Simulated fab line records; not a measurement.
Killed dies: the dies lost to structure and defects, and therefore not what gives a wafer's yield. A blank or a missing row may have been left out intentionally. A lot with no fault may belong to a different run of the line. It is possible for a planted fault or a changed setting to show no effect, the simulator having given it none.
Which tool did it? -- flow nandHarc -- Sampling: 24 lots, 72 wafers, 6 of 1159 route steps

## WHAT EACH GAUGE READ, for each wafer
NHARC_A_BLC_CD_MEAS_10 targets a cd of 100 nm. Usual: cdNm reads 100.2 nm (standard deviation 0.5).
lot,measured,on,cdNm (nm),flag
L074,day 16 22:14,cdSem-02,99.8 100.0 99.6,
L075,day 17 13:31,cdSem-02,100.2 100.3 100.1,
L076,day 17 14:03,cdSem-01,99.9 100.4 100.0,
L077,day 17 17:17,cdSem-01,100.8 100.2 101.2,
L080,day 17 23:54,cdSem-03,100.3 101.1 100.9,
L079,day 18 00:18,cdSem-01,100.0 100.3 99.6,
L078,day 18 03:35,cdSem-01,99.6 99.9 100.0,
L081,day 18 20:48,cdSem-03,101.0 100.0 101.1,
L082,day 19 07:35,cdSem-03,99.6 98.6 99.9,
L083,day 19 10:17,cdSem-03,101.0 99.6 100.3,
L084,day 19 15:35,cdSem-03,100.0 100.1 100.5,
L086,day 19 23:13,cdSem-03,101.1 99.4 100.1,
L087,day 19 23:32,cdSem-03,100.7 100.8 100.2,
L088,day 20 05:31,cdSem-02,100.3 100.4 100.7,
L085,day 20 06:13,cdSem-03,100.2 99.9 99.9,
L089,day 21 00:07,cdSem-03,100.3 101.0 100.2,
L090,day 21 09:30,cdSem-01,99.9 100.3 100.3,
L091,day 21 16:04,cdSem-03,99.6 99.8 100.6,
L092,day 21 16:48,cdSem-02,99.3 99.5 99.0,
L094,day 22 13:53,cdSem-02,100.1 99.6 99.8,
L095,day 22 17:08,cdSem-01,100.5 100.4 100.9,
L093,day 22 23:45,cdSem-03,99.1 99.4 99.8,
L096,day 23 01:22,cdSem-02,100.6 100.5 100.3,
L097,day 23 08:45,cdSem-03,100.6 100.6 100.1,

NHARC_A_BLC_INSPECT_28. Usual: rawDefectCount reads 441 (standard deviation 110).
lot,measured,on,rawDefectCount,flag
L074,day 17 01:46,defectInspect-02,501 415 593,
L075,day 17 17:17,defectInspect-01,301 359 357,
L076,day 17 17:44,defectInspect-01,401 567 457,
L077,day 17 22:59,defectInspect-02,412 465 556,
L080,day 18 03:29,defectInspect-02,327 295 254,
L079,day 18 03:37,defectInspect-01,360 389 498,
L078,day 18 08:17,defectInspect-02,423 428 430,
L081,day 19 03:55,defectInspect-02,311 313 439,
L082,day 19 10:46,defectInspect-01,450 459 452,
L083,day 19 13:29,defectInspect-01,391 461 411,
L084,day 19 22:23,defectInspect-02,377 352 342,
L086,day 20 04:37,defectInspect-02,482 472 943,
L087,day 20 05:02,defectInspect-01,417 325 377,
L088,day 20 10:31,defectInspect-02,459 597 507,
L085,day 20 10:32,defectInspect-01,587 337 434,
L089,day 21 13:41,defectInspect-02,459 379 583,
L090,day 21 16:31,defectInspect-01,394 390 445,
L091,day 21 21:49,defectInspect-01,814 512 644,
L092,day 22 00:23,defectInspect-02,294 423 452,
L094,day 22 17:10,defectInspect-01,648 513 451,
L095,day 22 22:32,defectInspect-02,501 521 392,
L093,day 23 05:55,defectInspect-02,575 369 415,
L096,day 23 07:52,defectInspect-01,433 362 440,
L097,day 23 12:20,defectInspect-01,486 463 498,

NHARC_A_M0_INSPECT_11. Usual: rawDefectCount reads 31 (standard deviation 16).
lot,measured,on,rawDefectCount,flag
L074,day 17 02:52,defectInspect-01,33 38 30,
L075,day 17 18:20,defectInspect-02,24 20 21,
L076,day 17 18:46,defectInspect-01,25 26 28,
L077,day 18 00:01,defectInspect-02,35 29 26,
L080,day 18 04:38,defectInspect-01,27 22 23,
L079,day 18 04:47,defectInspect-01,34 30 29,
L078,day 18 09:11,defectInspect-02,9 14 11,
L081,day 19 04:57,defectInspect-02,9 13 11,
L082,day 19 11:47,defectInspect-01,36 45 42,
L083,day 19 14:31,defectInspect-02,10 9 8,
L084,day 19 23:25,defectInspect-01,18 13 12,
L086,day 20 05:38,defectInspect-01,25 30 27,
L087,day 20 06:04,defectInspect-02,13 9 9,
L088,day 20 11:25,defectInspect-02,64 68 67,
L085,day 20 11:34,defectInspect-01,25 33 26,
L089,day 21 14:43,defectInspect-02,32 41 33,
L090,day 21 17:33,defectInspect-02,55 36 46,
L091,day 21 22:50,defectInspect-01,35 38 36,
L092,day 22 01:25,defectInspect-01,36 34 26,
L094,day 22 18:30,defectInspect-02,66 59 66,
L095,day 22 23:26,defectInspect-02,14 16 24,
L093,day 23 06:56,defectInspect-01,18 26 16,
L096,day 23 08:54,defectInspect-01,32 41 46,
L097,day 23 13:21,defectInspect-02,54 44 40,

NHARC_A_BONDPAD_CD_MEAS_09 targets a cd of 500 nm. Usual: cdNm reads 499.8 nm (standard deviation 1.7).
lot,measured,on,cdNm (nm),flag
L074,day 17 12:05,cdSem-03,499.1 499.1 499.1,
L075,day 18 02:58,cdSem-02,500.6 499.7 501.6,
L076,day 18 03:53,cdSem-03,500.6 498.7 499.0,
L077,day 18 08:43,cdSem-01,499.1 500.1 497.5,
L080,day 18 13:21,cdSem-02,501.5 501.3 503.0,
L079,day 18 14:08,cdSem-01,499.6 501.8 501.2,
L078,day 18 18:25,cdSem-02,500.8 502.7 500.8,
L081,day 19 13:35,cdSem-03,500.8 500.7 502.2,
L082,day 19 20:24,cdSem-01,497.9 500.0 498.5,
L083,day 19 23:05,cdSem-02,501.2 501.3 501.3,
L084,day 20 08:17,cdSem-02,499.6 499.2 500.1,
L086,day 20 14:34,cdSem-03,500.7 503.9 500.3,
L087,day 20 14:52,cdSem-02,499.3 500.5 501.0,
L088,day 20 20:09,cdSem-02,500.8 499.9 498.8,
L085,day 20 20:40,cdSem-02,498.9 499.3 500.3,
L089,day 21 23:16,cdSem-03,503.1 502.7 501.5,
L090,day 22 02:13,cdSem-02,497.8 499.8 498.8,
L091,day 22 07:53,cdSem-02,498.6 498.7 498.9,
L092,day 22 10:55,cdSem-01,496.7 499.6 497.0,
L094,day 23 03:13,cdSem-02,500.7 500.3 501.8,
L095,day 23 08:10,cdSem-01,495.9 497.3 495.0,
L093,day 23 15:35,cdSem-03,498.5 498.6 499.1,
L096,day 23 17:39,cdSem-03,498.3 498.5 497.4,
L097,day 23 21:57,cdSem-01,498.6 498.8 497.6,

## WHAT TOOL EACH LOT RAN ON (gives the tool, then ch and the chambers of the sampled wafers, and finally the start)
lot,NHARC_A_BLC_DESCUM_15,NHARC_A_M1_STRIP_18
L074,"rieDiel-02 ch 2,3, day 16 22:25","rieDiel-11 ch 2,3, day 17 07:25"
L075,"rieDiel-12 ch 0,2,3, day 17 13:42","rieDiel-11 ch 0,2,3, day 17 22:52"
L076,"rieDiel-01 ch 0,2,3, day 17 14:14","rieDiel-09 ch 0,1,2, day 17 23:44"
L077,"rieDiel-01 ch 1,3, day 17 17:29","rieDiel-09 ch 0,3, day 18 04:31"
L080,"rieDiel-12 ch 0,1,3, day 18 00:07","rieDiel-13 ch 0,2, day 18 09:14"
L079,"rieDiel-01 ch 0,3, day 18 00:29","rieDiel-09 ch 1,3, day 18 09:37"
L078,"rieDiel-01 ch 0,2,3, day 18 03:46","rieDiel-13 ch 1,2,3, day 18 14:05"
L081,"rieDiel-01 ch 0,2,3, day 18 20:59","rieDiel-11 ch 0,1,2, day 19 09:26"
L082,"rieDiel-12 ch 0,1, day 19 07:46","rieDiel-09 ch 0,1,3, day 19 16:20"
L083,"rieDiel-01 ch 0,2,3, day 19 10:29","rieDiel-09 ch 0,1,3, day 19 18:53"
L084,"rieDiel-12 ch 0,1,3, day 19 15:47","rieDiel-11 ch 2,3, day 20 04:07"
L086,"rieDiel-01 ch 0,1,3, day 19 23:23","rieDiel-13 ch 2,3, day 20 10:21"
L087,"rieDiel-12 ch 0,1,3, day 19 23:44","rieDiel-09 ch 0,3, day 20 10:37"
L088,"rieDiel-01 ch 0,1,2, day 20 05:55","rieDiel-13 ch 0,1,3, day 20 16:04"
L085,"rieDiel-12 ch 0,1,2, day 20 06:25","rieDiel-13 ch 0,1, day 20 16:23"
L089,"rieDiel-01 ch 1,2,3, day 21 00:20","rieDiel-11 ch 1,2,3, day 21 19:16"
L090,"rieDiel-01 ch 0,3, day 21 09:41","rieDiel-13 ch 0,1,2, day 21 22:08"
L091,"rieDiel-12 ch 0,1,3, day 21 16:16","rieDiel-09 ch 0,1,3, day 22 03:46"
L092,"rieDiel-02 ch 1,2, day 21 16:59","rieDiel-13 ch 0,2,3, day 22 06:20"
L094,"rieDiel-01 ch 0,2,3, day 22 14:04","rieDiel-13 ch 0,1,2, day 22 23:02"
L095,"rieDiel-01 ch 0,1,3, day 22 17:22","rieDiel-09 ch 0,1,3, day 23 04:02"
L093,"rieDiel-12 ch 1,2,3, day 22 23:57","rieDiel-09 ch 0,1,2, day 23 11:27"
L096,"rieDiel-01 ch 2,3, day 23 01:33","rieDiel-13 ch 0,1,3, day 23 13:31"
L097,"rieDiel-12 ch 0,1, day 23 08:56","rieDiel-13 ch 0,1,3, day 23 17:54"
- NHARC_A_BLC_DESCUM_15: chemistry O2, time 3 s.
- NHARC_A_M1_STRIP_18: strips in N2/H2.

## AS READ BY THE TOOLS THEMSELVES (means over the sampled wafers that have a number; for cases with no such wafer, the mark the record gives instead)
NHARC_A_BLC_DESCUM_15. Usual: drypumpMotorCurrentA 5.7 A, standard deviation 0.4; oesProductAu 0.999 a.u., standard deviation 0.008; rfVppV 57.7 V, standard deviation 0.96; showerheadPlenumPTorr 1.93 Torr, standard deviation 0.09; throttleValvePct 11.312 %, standard deviation 0.0092.
lot,tool,drypumpMotorCurrentA (A),oesProductAu (a.u.),rfVppV (V),showerheadPlenumPTorr (Torr),throttleValvePct (%),flag
L074,rieDiel-02,5.1,0.996,57.2,1.80,11.315,
L075,rieDiel-12,5.5,1.001,57.7,1.90,11.308,
L076,rieDiel-01,5.7,1.000,56.7,1.91,11.308,
L077,rieDiel-01,5.8,1.005,57.3,1.89,11.317,
L080,rieDiel-12,5.4,1.010,58.2,1.96,11.302,
L079,rieDiel-01,5.5,0.997,57.2,1.84,11.318,
L078,rieDiel-01,5.7,1.003,58.4,1.91,11.316,
L081,rieDiel-01,5.7,0.989,57.5,1.91,11.310,
L082,rieDiel-12,5.6,1.006,59.0,1.99,11.315,
L083,rieDiel-01,5.7,0.998,58.9,1.91,11.302,
L084,rieDiel-12,5.4,1.001,57.6,1.96,11.318,
L086,rieDiel-01,5.7,0.998,58.3,1.92,11.313,
L087,rieDiel-12,5.4,1.009,57.9,1.96,11.313,
L088,rieDiel-01,5.9,0.995,58.1,1.99,11.310,
L085,rieDiel-12,5.8,1.003,58.0,1.93,11.310,
L089,rieDiel-01,6.0,1.002,58.4,1.96,11.313,
L090,rieDiel-01,5.5,1.001,57.9,1.86,11.307,
L091,rieDiel-12,5.4,1.006,58.2,1.96,11.305,
L092,rieDiel-02,5.4,0.997,56.4,1.77,11.322,
L094,rieDiel-01,5.7,0.996,58.3,1.91,11.312,
L095,rieDiel-01,5.7,0.985,58.1,1.92,11.308,
L093,rieDiel-12,5.5,1.002,57.4,1.91,11.320,
L096,rieDiel-01,6.0,0.990,57.6,1.95,11.309,
L097,rieDiel-12,5.6,1.003,58.2,1.99,11.316,

NHARC_A_M1_STRIP_18. Usual: drypumpMotorCurrentA 5.7 A, standard deviation 0.45; oesProductAu 1.000 a.u., standard deviation 0.008; rfVppV 90.8 V, standard deviation 1; showerheadPlenumPTorr 2.05 Torr, standard deviation 0.091; throttleValvePct 14.173 %, standard deviation 0.0087.
lot,tool,drypumpMotorCurrentA (A),oesProductAu (a.u.),rfVppV (V),showerheadPlenumPTorr (Torr),throttleValvePct (%),flag
L074,rieDiel-11,6.0,0.999,91.4,2.11,14.166,
L075,rieDiel-11,6.0,0.993,91.0,2.06,14.181,
L076,rieDiel-09,5.6,1.008,90.5,1.99,14.170,
L077,rieDiel-09,6.1,1.001,90.7,2.00,14.166,
L080,rieDiel-13,5.6,1.011,90.9,1.95,14.166,
L079,rieDiel-09,5.9,1.004,90.7,2.09,14.173,
L078,rieDiel-13,5.4,1.000,91.0,2.07,14.165,
L081,rieDiel-11,5.8,0.995,90.1,2.05,14.175,
L082,rieDiel-09,6.0,1.012,89.9,2.04,14.174,
L083,rieDiel-09,6.0,0.998,91.3,2.04,14.177,
L084,rieDiel-11,6.0,1.005,91.4,2.11,14.180,
L086,rieDiel-13,5.5,0.991,91.2,2.08,14.163,
L087,rieDiel-09,6.1,1.002,90.3,2.00,14.174,
L088,rieDiel-13,5.6,0.993,91.6,2.08,14.173,
L085,rieDiel-13,5.7,0.993,90.7,2.01,14.174,
L089,rieDiel-11,5.7,1.002,90.6,2.09,14.172,
L090,rieDiel-13,5.5,0.998,90.2,2.00,14.177,
L091,rieDiel-09,6.0,1.000,90.3,2.04,14.175,
L092,rieDiel-13,5.5,1.003,90.1,2.02,14.166,
L094,rieDiel-13,5.5,0.999,90.6,2.00,14.164,
L095,rieDiel-09,6.0,0.999,91.0,2.04,14.180,
L093,rieDiel-09,5.7,0.992,91.0,1.98,14.177,
L096,rieDiel-13,5.6,0.998,91.4,2.08,14.171,
L097,rieDiel-13,5.7,0.999,90.6,2.08,14.169,

## THE ANSWER, worked out from the rows above alone
Rule: take the mean of a lot's wafers that have a number; if it is more than 3 standard deviations from the usual mean, the lot is off. Also off: a lot with no number at a reading for which 4 or more lots have one. All remaining lots with rows at the step are treated as sound. The gauges are gone through in route order, then the tools' own readings, and for those a lot's mean is taken as printed above. At the first step where some lot is off, the reading lying furthest off is the one used; lots without a number count as furthest.
Across all readings shown, no lot is off: no conclusion can be drawn from this.

## WHAT WAS PUT IN BY THE SIMULATOR
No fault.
